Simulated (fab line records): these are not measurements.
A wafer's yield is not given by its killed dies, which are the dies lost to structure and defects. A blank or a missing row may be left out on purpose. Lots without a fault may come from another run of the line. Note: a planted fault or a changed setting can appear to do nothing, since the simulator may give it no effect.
2 desks, one fault | flow n5Finfet | every desk sees just its own numbers, and what lay behind them comes last

== FOR THE TOOL OWNER'S DESK: pecvd-03 ==
The tool's own readings at N5_BEOL_M12_ILD_DEP_00 (deposits SiOC from DEMS/O2, target thk 658.92 nm, time 130.7 s): means of the sampled wafers that have a number, for each lot that ran on this tool. A lot is out of limits, marked OUT, if its mean lies more than 4 standard deviations from the usual mean; the brackets give that distance.
Columns: A = heaterPowerW at N5_BEOL_M12_ILD_DEP_00, usual 438 W; B = runLengthS at N5_BEOL_M12_ILD_DEP_00, usual 175.9 s; C = showerheadPlenumPTorr at N5_BEOL_M12_ILD_DEP_00, usual 5.688 Torr; D = throttleValvePct at N5_BEOL_M12_ILD_DEP_00, usual 12.2 %
lot  | first seen here | A   | B               | C     | D
L351 | day 13 08:25    | 390 | 175.8           | 5.688 | 12.1
L354 | day 13 19:41    | 397 | 166.2 (-15) OUT | 5.691 | 12.1
L358 | day 15 06:48    | 422 | 162.3 (-21) OUT | 5.694 | 12.0
This desk finds L354, L358 out of limits, L354 being first, at day 13 19:41 (runLengthS at N5_BEOL_M12_ILD_DEP_00). L351 stayed within limits.

== THE METROLOGY DESK ==
What the gauges read for every lot (on any tool): the sampled wafers with a number, averaged. A lot is out of limits, marked OUT, if its mean lies more than 4 standard deviations from the usual mean; the brackets give that distance.
Columns: A = M12_ILD_THK at N5_BEOL_M12_THK_MEAS_01, usual 662 nm
lot  | first seen here | A
L351 | day 13 08:32    | 660
L354 | day 13 19:49    | 625
L358 | day 15 06:53    | 595 (-6.7) OUT
L364 | day 17 11:22    | 668
Per this desk, out of limits: L358; the first was L358, day 15 06:53 (M12_ILD_THK at N5_BEOL_M12_THK_MEAS_01). L351, L354, L364 stayed within limits.

== ALL TOGETHER ==
The tool owner's desk could have raised an alarm at day 13 19:41, on L354, L358.
An alarm was possible from the metrology desk at day 15 06:53, on L358.
The metrology desk has L354 on record, within its limits.
All the named lots went through N5_BEOL_M12_ILD_DEP_00 on pecvd-03.

== WHAT THE SIMULATOR HAD INSERTED ==
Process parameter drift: pecvd-03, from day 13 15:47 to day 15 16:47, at N5_BEOL_M12_ILD_DEP_00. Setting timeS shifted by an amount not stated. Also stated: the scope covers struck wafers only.
Lots struck among those shown: L354, L358.
Counting hours from when the fault started, the first reading out of limits came at 4 for the tool owner's desk and at 39 for the metrology desk.
